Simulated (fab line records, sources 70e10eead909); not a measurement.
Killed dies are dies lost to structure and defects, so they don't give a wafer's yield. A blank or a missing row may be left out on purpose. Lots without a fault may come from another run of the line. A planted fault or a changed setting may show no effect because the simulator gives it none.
Which tool did it? | flow nand_harc | 6 lots, 18 wafers sampled, at 5 steps of a route of 1159

WHAT THE GAUGES READ, wafer by wafer
NHARC_END_SORT_01.
lot  | measured     | on        | killed_at_array
L267 | day 20 06:20 | prober-02 | 27 28 15
L271 | day 21 06:29 | prober-02 | 12 19 9
L276 | day 22 06:43 | prober-02 | 675 675 675
L282 | day 24 01:17 | prober-01 | 54 40 48
L283 | day 24 19:37 | prober-01 | 17 20 19
L286 | day 25 11:56 | prober-02 | 34 27 30

WHICH TOOL RAN EACH LOT (tool, then ch and the chambers of the sampled wafers, then the start)
lot  | NHARC_A_BLC_DESCUM_15              | NHARC_A_BLC_ETCH_16                | NHARC_A_BLC_DEGAS_30         | NHARC_A_BLC_ALD_23
L267 | rie_diel-08 ch 1,3, day 18 05:26   | rie_diel-08 ch 0,1, day 18 05:30   | pvd_sputter-03, day 18 07:00 | ald_metal-02 ch 0,1, day 18 07:15
L271 | rie_diel-03 ch 0,1,3, day 19 03:56 | rie_diel-03 ch 0,2,3, day 19 04:01 | pvd_sputter-02, day 19 05:30 | ald_metal-04 ch 0,2,3, day 19 05:45
L276 | rie_diel-03 ch 1,2, day 20 05:58   | rie_diel-03 ch 1,3, day 20 06:03   | pvd_sputter-03, day 20 07:34 | ald_metal-03 ch 1,2,3, day 20 07:50
L282 | rie_diel-03 ch 1,2, day 21 20:55   | rie_diel-03 ch 0,1,3, day 21 21:01 | pvd_sputter-03, day 21 22:29 | ald_metal-02 ch 2,3, day 21 22:44
L283 | rie_diel-08 ch 0,2,3, day 23 00:04 | rie_diel-08 ch 0,2,3, day 23 00:10 | pvd_sputter-02, day 23 01:39 | ald_metal-04 ch 0,1,2, day 23 01:55
L286 | rie_diel-08 ch 0,1,2, day 23 07:55 | rie_diel-08 ch 1,2,3, day 23 07:59 | pvd_sputter-02, day 23 09:28 | ald_metal-04 ch 0,1,2, day 23 09:44
- NHARC_A_BLC_DESCUM_15: chemistry O2, time 3 s.
- NHARC_A_BLC_ETCH_16: etches the open film in CF4, target depth 39 nm, time 65 s.
- NHARC_A_BLC_DEGAS_30: time 60 s.
- NHARC_A_BLC_ALD_23: deposits TiN, target thk 3 nm, pulse time 1 s, ald cycles 150.

THE ANSWER, worked out from the rows above alone
Rule: what is usual is taken from the lots themselves. Put in order of their means at a reading, lots are off if they are a third of the lots or fewer, leave a main group of 4 or more, and stand apart from it by a gap of 3 or more times the standard deviation of the main group's means; of several such gaps the widest counts. A main group whose means are all the same, to the digits that the tables above print for the reading, isn't used. A lot without any number at a reading at which 4 lots or more have one is off too. The other lots that the step has rows for count as sound.
Off: L276, at NHARC_END_SORT_01 (killed_at_array). The main group: mean 27, standard deviation 12.
A tool fits if, at a process step before that reading, it ran every lot that is off, and no sound lot after the first of them. The gauges at NHARC_END_SORT_01 are tried like those tools. One fits: ald_metal-03 at NHARC_A_BLC_ALD_23. It ran no sound lot before its first lot that is off in this sample, so the start can't be narrowed down.

WHAT THE SIMULATOR HAD PUT IN
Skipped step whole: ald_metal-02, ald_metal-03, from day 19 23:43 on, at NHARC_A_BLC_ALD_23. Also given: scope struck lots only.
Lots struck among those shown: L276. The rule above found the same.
